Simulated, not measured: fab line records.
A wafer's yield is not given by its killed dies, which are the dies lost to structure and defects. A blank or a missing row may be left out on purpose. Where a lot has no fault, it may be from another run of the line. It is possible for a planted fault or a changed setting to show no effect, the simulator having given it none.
Which tool is to blame? + flow n5_finfet + 10 lots, 30 wafers sampled, at 5 steps of a route of 1938

== WHAT THE GAUGES READ, wafer by wafer ==
The record holds no reading of a measuring or inspecting step that can be judged against a usual standard deviation.

== WHICH TOOL RAN EACH LOT (tool, then ch and the chambers of the sampled wafers, then the start) ==
| lot  | N5_BEOL_M10_SPUTTER_48       | N5_BEOL_M11_ETCH_61                | N5_BEOL_M11_STRIP_67               | N5_BEOL_M11_HM_OPEN_17            | N5_PASSIVATION_PROBE_49 |
|------|------------------------------|------------------------------------|------------------------------------|-----------------------------------|-------------------------|
| L307 | pvd_sputter-02, day 10 03:38 | rie_diel-04 ch 0,2,3, day 10 07:56 | rie_diel-04 ch 0,2,3, day 10 08:08 | rie_metal-03 ch 0,1, day 10 08:11 | -                       |
| L308 | pvd_sputter-03, day 10 08:00 | rie_diel-05 ch 0,2,3, day 10 11:12 | rie_diel-05 ch 0,2,3, day 10 11:24 | rie_metal-01 ch 0, day 10 11:26   | -                       |
| L313 | pvd_sputter-03, day 11 09:06 | rie_diel-02 ch 0,2,3, day 11 12:17 | rie_diel-02 ch 0,2,3, day 11 12:28 | rie_metal-01 ch 0,1, day 11 12:31 | prober-02, day 13 15:29 |
| L314 | pvd_sputter-03, day 12 06:22 | rie_diel-02 ch 0,2,3, day 12 11:08 | rie_diel-02 ch 0,2,3, day 12 11:20 | rie_metal-03 ch 0, day 12 11:26   | -                       |
| L322 | pvd_sputter-01, day 13 23:06 | rie_diel-04 ch 1,2,3, day 14 02:37 | rie_diel-04 ch 1,2,3, day 14 02:49 | rie_metal-02 ch 0,1, day 14 02:51 | prober-01, day 15 20:42 |
| L323 | pvd_sputter-03, day 14 04:31 | rie_diel-02 ch 0,1,3, day 14 08:04 | rie_diel-02 ch 0,1,3, day 14 08:16 | rie_metal-03 ch 0,1, day 14 08:19 | -                       |
| L324 | pvd_sputter-02, day 14 19:02 | rie_diel-04 ch 1,2, day 14 23:45   | rie_diel-04 ch 1,2, day 14 23:56   | rie_metal-01 ch 0,1, day 14 23:59 | -                       |
| L325 | pvd_sputter-02, day 14 21:38 | rie_diel-04 ch 1,2, day 15 02:32   | rie_diel-04 ch 1,2, day 15 02:44   | rie_metal-01 ch 0,1, day 15 02:46 | -                       |
| L328 | pvd_sputter-02, day 16 09:20 | rie_diel-05 ch 0,1, day 16 14:09   | rie_diel-05 ch 0,1, day 16 14:21   | rie_metal-02 ch 1, day 16 14:23   | -                       |
| L329 | pvd_sputter-01, day 17 18:53 | rie_diel-02 ch 0,2,3, day 17 22:42 | rie_diel-02 ch 0,2,3, day 17 22:54 | rie_metal-02 ch 0,1, day 17 22:56 | -                       |
- N5_BEOL_M10_SPUTTER_48: material Cu, target thk 12 nm, time 2 s.
- N5_BEOL_M11_ETCH_61: etches SiARC in CF4, target depth 39 nm, time 65 s.
- N5_BEOL_M11_STRIP_67: strips in CF4.
- N5_BEOL_M11_HM_OPEN_17: chemistry Cl2/BCl3, target TiN, target depth 20 nm, overetch 6 nm.
- N5_PASSIVATION_PROBE_49

== WHAT THE TOOLS THEMSELVES READ (means of the sampled wafers that have a number; where no wafer has one, the mark that the record gives instead) ==
N5_BEOL_M10_SPUTTER_48. Usual: 29.6 % for throttle_valve_pct, sd 1.3.
| lot  | tool           | throttle_valve_pct (%) | flag |
|------|----------------|------------------------|------|
| L307 | pvd_sputter-02 | 30.3                   |      |
| L308 | pvd_sputter-03 | 28.7                   |      |
| L313 | pvd_sputter-03 | 28.8                   |      |
| L314 | pvd_sputter-03 | 29.0                   |      |
| L322 | pvd_sputter-01 | 30.5                   |      |
| L323 | pvd_sputter-03 | 30.0                   |      |
| L324 | pvd_sputter-02 | 29.8                   |      |
| L325 | pvd_sputter-02 | 30.4                   |      |
| L328 | pvd_sputter-02 | 30.3                   |      |
| L329 | pvd_sputter-01 | 30.0                   |      |

N5_BEOL_M11_ETCH_61. Usual: drypump_motor_current_A 5.6 A, standard deviation 0.39; etch_rf_on_time_s 64.9 s, standard deviation 1.4; oes_product_au 0.67 a.u., standard deviation 0.065; rf_vpp_V 184.3 V, standard deviation 1.1; showerhead_plenum_p_Torr 2.16 Torr, standard deviation 0.067; throttle_valve_pct 15.75 %, standard deviation 0.11.
| lot  | tool        | drypump_motor_current_A (A) | etch_rf_on_time_s (s) | oes_product_au (a.u.) | rf_vpp_V (V) | showerhead_plenum_p_Torr (Torr) | throttle_valve_pct (%) | flag |
|------|-------------|-----------------------------|-----------------------|-----------------------|--------------|---------------------------------|------------------------|------|
| L307 | rie_diel-04 | 5.3                         | 65.2                  | 0.66                  | 183.7        | 2.17                            | 15.74                  |      |
| L308 | rie_diel-05 | 5.3                         | 65.1                  | 0.69                  | 183.7        | 2.10                            | 15.74                  |      |
| L313 | rie_diel-02 | 5.7                         | 64.5                  | 0.68                  | 185.0        | 2.22                            | 15.66                  |      |
| L314 | rie_diel-02 | 5.7                         | 64.9                  | 0.68                  | 185.9        | 2.22                            | 15.69                  |      |
| L322 | rie_diel-04 | 5.1                         | 79.4                  | 0.67                  | 184.2        | 2.17                            | 15.69                  | OFF  |
| L323 | rie_diel-02 | 5.8                         | 64.2                  | 0.70                  | 184.6        | 2.20                            | 15.77                  |      |
| L324 | rie_diel-04 | 5.0                         | 79.2                  | 0.64                  | 185.3        | 2.19                            | 15.76                  | OFF  |
| L325 | rie_diel-04 | 5.0                         | 79.2                  | 0.64                  | 185.2        | 2.19                            | 15.78                  | OFF  |
| L328 | rie_diel-05 | 5.8                         | 65.0                  | 0.68                  | 183.3        | 2.15                            | 15.76                  |      |
| L329 | rie_diel-02 | 5.6                         | 64.1                  | 0.65                  | 184.5        | 2.21                            | 15.75                  |      |

N5_BEOL_M11_STRIP_67. Usual: drypump_motor_current_A 5.5 A, standard deviation 0.39; oes_product_au 0.79 a.u., standard deviation 0.071; rf_vpp_V 271.5 V, standard deviation 1.5; showerhead_plenum_p_Torr 1.81 Torr, standard deviation 0.054; throttle_valve_pct 13.70 %, standard deviation 0.12.
| lot  | tool        | drypump_motor_current_A (A) | oes_product_au (a.u.) | rf_vpp_V (V) | showerhead_plenum_p_Torr (Torr) | throttle_valve_pct (%) | flag |
|------|-------------|-----------------------------|-----------------------|--------------|---------------------------------|------------------------|------|
| L307 | rie_diel-04 | 5.2                         | 0.77                  | 272.4        | 1.82                            | 13.72                  |      |
| L308 | rie_diel-05 | 5.4                         | 0.81                  | 270.8        | 1.75                            | 13.70                  |      |
| L313 | rie_diel-02 | 5.7                         | 0.79                  | 272.5        | 1.86                            | 13.62                  |      |
| L314 | rie_diel-02 | 5.7                         | 0.79                  | 273.3        | 1.86                            | 13.62                  |      |
| L322 | rie_diel-04 | 5.1                         | 0.84                  | 270.3        | 1.82                            | 13.63                  |      |
| L323 | rie_diel-02 | 5.8                         | 0.81                  | 272.1        | 1.84                            | 13.69                  |      |
| L324 | rie_diel-04 | 5.0                         | 0.80                  | 272.2        | 1.84                            | 13.70                  |      |
| L325 | rie_diel-04 | 5.0                         | 0.80                  | 272.5        | 1.84                            | 13.71                  |      |
| L328 | rie_diel-05 | 5.8                         | 0.79                  | 271.1        | 1.80                            | 13.72                  |      |
| L329 | rie_diel-02 | 5.7                         | 0.75                  | 272.4        | 1.85                            | 13.72                  |      |

N5_BEOL_M11_HM_OPEN_17. Usual: drypump_motor_current_A 5.6 A, standard deviation 0.39; mfc_cl2_sccm 53.26 sccm, standard deviation 0.15; oes_product_au 0.71 a.u., standard deviation 0.094; throttle_valve_pct 22.33 %, standard deviation 0.17.
| lot  | tool         | drypump_motor_current_A (A) | mfc_cl2_sccm (sccm) | oes_product_au (a.u.) | throttle_valve_pct (%) | flag |
|------|--------------|-----------------------------|---------------------|-----------------------|------------------------|------|
| L307 | rie_metal-03 | 5.6                         | 53.15               | 0.53                  | 22.23                  |      |
| L308 | rie_metal-01 | 6.0                         | 53.36               | 0.76                  | 22.46                  |      |
| L313 | rie_metal-01 | 5.4                         | 53.22               | 0.75                  | 22.45                  |      |
| L314 | rie_metal-03 | 6.1                         | 53.27               | 0.53                  | 22.47                  |      |
| L322 | rie_metal-02 | 5.6                         | 53.29               | 0.67                  | 22.29                  |      |
| L323 | rie_metal-03 | 5.6                         | 53.20               | 0.81                  | 22.09                  |      |
| L324 | rie_metal-01 | 5.4                         | 53.42               | 0.72                  | 22.46                  |      |
| L325 | rie_metal-01 | 5.7                         | 53.23               | 0.71                  | 22.48                  |      |
| L328 | rie_metal-02 | 5.7                         | 53.35               | 0.71                  | 22.36                  |      |
| L329 | rie_metal-02 | 5.6                         | 53.30               | 0.73                  | 22.27                  |      |

N5_PASSIVATION_PROBE_49. Usual: defect_limited_yield 91.0 %, standard deviation 1.3; killed_at_M0_to_M3 33, standard deviation 10; killed_at_M4_up 14, standard deviation 5.6; killed_at_contacts 12, standard deviation 5.8; killed_at_front_end 43, standard deviation 11; killed_at_other 4.1, standard deviation 2.8; killed_dies 106, standard deviation 15; killed_open 70, standard deviation 12; killed_short 34, standard deviation 7.5; sort_bin_4_leakage 0.00 %, standard deviation 0.0099; sort_bin_5_function 5.3 %, standard deviation 0.88; sort_bin_6_memory 3.3 %, standard deviation 0.64; sort_bin_8_speed 0.00 %, standard deviation 0.016; sort_n_pass 1074, standard deviation 15; sort_yield_pct 91.0 %, standard deviation 1.3.
| lot  | tool      | defect_limited_yield (%) | killed_at_M0_to_M3 | killed_at_M4_up | killed_at_contacts | killed_at_front_end | killed_at_other | killed_dies | killed_open | killed_short | sort_bin_4_leakage (%) | sort_bin_5_function (%) | sort_bin_6_memory (%) | sort_bin_8_speed (%) | sort_n_pass | sort_yield_pct (%) | flag |
|------|-----------|--------------------------|--------------------|-----------------|--------------------|---------------------|-----------------|-------------|-------------|--------------|------------------------|-------------------------|-----------------------|----------------------|-------------|--------------------|------|
| L313 | prober-02 | 89.3                     | 28                 | 13              | 19                 | 59                  | 6.3             | 126         | 91          | 34           | 0.00                   | 6.3                     | 4.1                   | 0.00                 | 1054        | 89.3               |      |
| L322 | prober-01 | 91.2                     | 36                 | 16              | 4                  | 45                  | 2.7             | 104         | 66          | 34           | 0.00                   | 5.5                     | 2.9                   | 0.00                 | 1076        | 91.2               |      |

== THE ANSWER, worked out from the rows above alone ==
Rule: a lot counts as off when the mean over its wafers that have a number is more than 3 standard deviations away from the usual mean. A lot without any number at a reading at which 4 lots or more have one is off too. Any other lot the step has rows for is counted as sound. Order of review: gauges by route order, followed by the tools' own readings, for which a lot's mean as printed above is used. The first step at which some lot is off is used, and at that step the reading that is off furthest; a lot without a number counts as furthest.
Off at N5_BEOL_M11_ETCH_61 (etch_rf_on_time_s): L322, L324, L325.
If a tool, at that step or one of the process steps before it, ran each lot that is off and ran no sound lot following the first of them, it fits. One fits: rie_diel-04 at N5_BEOL_M11_ETCH_61. Its last sound lot is L307 (day 10 07:56), its first lot that is off L322 (day 14 02:37): a fault that began between those two fits.
The tool's own readings at N5_BEOL_M11_ETCH_61 bear it out: on the lots that are off they differ by more than 5 times the standard deviation of the sound lots' means. etch_rf_on_time_s reads 79.3 s there against 64.7 s on the sound lots.

== WHAT THE SIMULATOR PUT IN ==
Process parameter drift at N5_BEOL_M11_ETCH_61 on rie_diel-04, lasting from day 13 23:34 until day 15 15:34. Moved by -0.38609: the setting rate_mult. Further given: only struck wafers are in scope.
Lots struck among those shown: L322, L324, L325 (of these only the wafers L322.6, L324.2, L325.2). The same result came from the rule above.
